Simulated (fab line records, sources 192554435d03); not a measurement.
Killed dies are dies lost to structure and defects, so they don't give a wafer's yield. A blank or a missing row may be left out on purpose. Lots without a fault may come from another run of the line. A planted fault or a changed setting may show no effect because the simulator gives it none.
Chamber matching | flow n5_finfet | N5_GATE_CUT_ETCH_37 on rie_diel-01: 4 sister chambers
The step etches SOC in N2/H2, target depth 60 nm, overetch 12 nm, time 90 s. 16 wafers are shown with their chamber, then 8 later ones without.

WAFERS WITH THEIR CHAMBER
wafer  | chamber | drypump_motor_current_A (A) | showerhead_plenum_p_Torr (Torr) | throttle_valve_pct (%)
L077.2 | 2       | 5.6                         | 2.48                            | 17.51
L077.3 | 0       | 6.0                         | 2.54                            | 17.80
L077.6 | 3       | 6.4                         | 2.46                            | 17.70
L078.1 | 3       | 6.3                         | 2.46                            | 17.72
L078.5 | 3       | 6.3                         | 2.46                            | 17.74
L078.6 | 0       | 6.0                         | 2.54                            | 17.80
L082.3 | 2       | 5.6                         | 2.48                            | 17.52
L082.5 | 2       | 5.6                         | 2.48                            | 17.54
L082.6 | 3       | 6.4                         | 2.46                            | 17.75
L083.2 | 0       | 6.0                         | 2.53                            | 17.82
L083.3 | 1       | 5.7                         | 2.40                            | 17.87
L083.5 | 3       | 6.3                         | 2.46                            | 17.74
L085.1 | 0       | 6.0                         | 2.53                            | 17.83
L085.4 | 3       | 6.3                         | 2.46                            | 17.76
L085.5 | 2       | 5.6                         | 2.47                            | 17.53
L088.4 | 2       | 5.6                         | 2.47                            | 17.54

SIGNATURES (means of the wafers above)
reading                  | chamber 0 | chamber 1 | chamber 2 | chamber 3 | scatter within a chamber
drypump_motor_current_A  | 6.000     | 5.700     | 5.600     | 6.333     | 0.0333
showerhead_plenum_p_Torr | 2.5350    | 2.4000    | 2.4760    | 2.4600    | 0.00428
throttle_valve_pct       | 17.8125   | 17.8700   | 17.5280   | 17.7350   | 0.0176
Rule: a wafer's distance from a chamber is the root of the sum, over the readings, of the square of ((its reading less the chamber's mean) divided by the reading's scatter). The wafer belongs to the nearest chamber; if the next one is less than 2 further off, it can't be placed. The scatter: the root of (the sum of the squares of (reading less its chamber's mean) over the shown wafers, divided by (wafers less chambers)).

WAFERS WITHOUT THEIR CHAMBER
wafer  | drypump_motor_current_A (A) | showerhead_plenum_p_Torr (Torr) | throttle_valve_pct (%)
L088.5 | 5.7                         | 2.40                            | 17.88
L088.6 | 6.0                         | 2.53                            | 17.85
L094.1 | 5.6                         | 2.47                            | 17.53
L094.4 | 5.7                         | 2.39                            | 17.91
L094.5 | 5.7                         | 2.39                            | 17.90
L095.2 | 5.6                         | 2.47                            | 17.57
L095.5 | 5.6                         | 2.47                            | 17.55
L095.6 | 6.3                         | 2.45                            | 17.77

WHICH CHAMBER EACH WENT THROUGH
wafer  | from the rows above | in truth
L088.5 | 1                   | 1
L088.6 | 0                   | 0
L094.1 | 2                   | 2
L094.4 | 1                   | 1
L094.5 | 1                   | 1
L095.2 | 2                   | 2
L095.5 | 2                   | 2
L095.6 | 3                   | 3
Placed correctly: 8 of 8. Can't be placed from these rows: 0. Placed wrongly: 0.
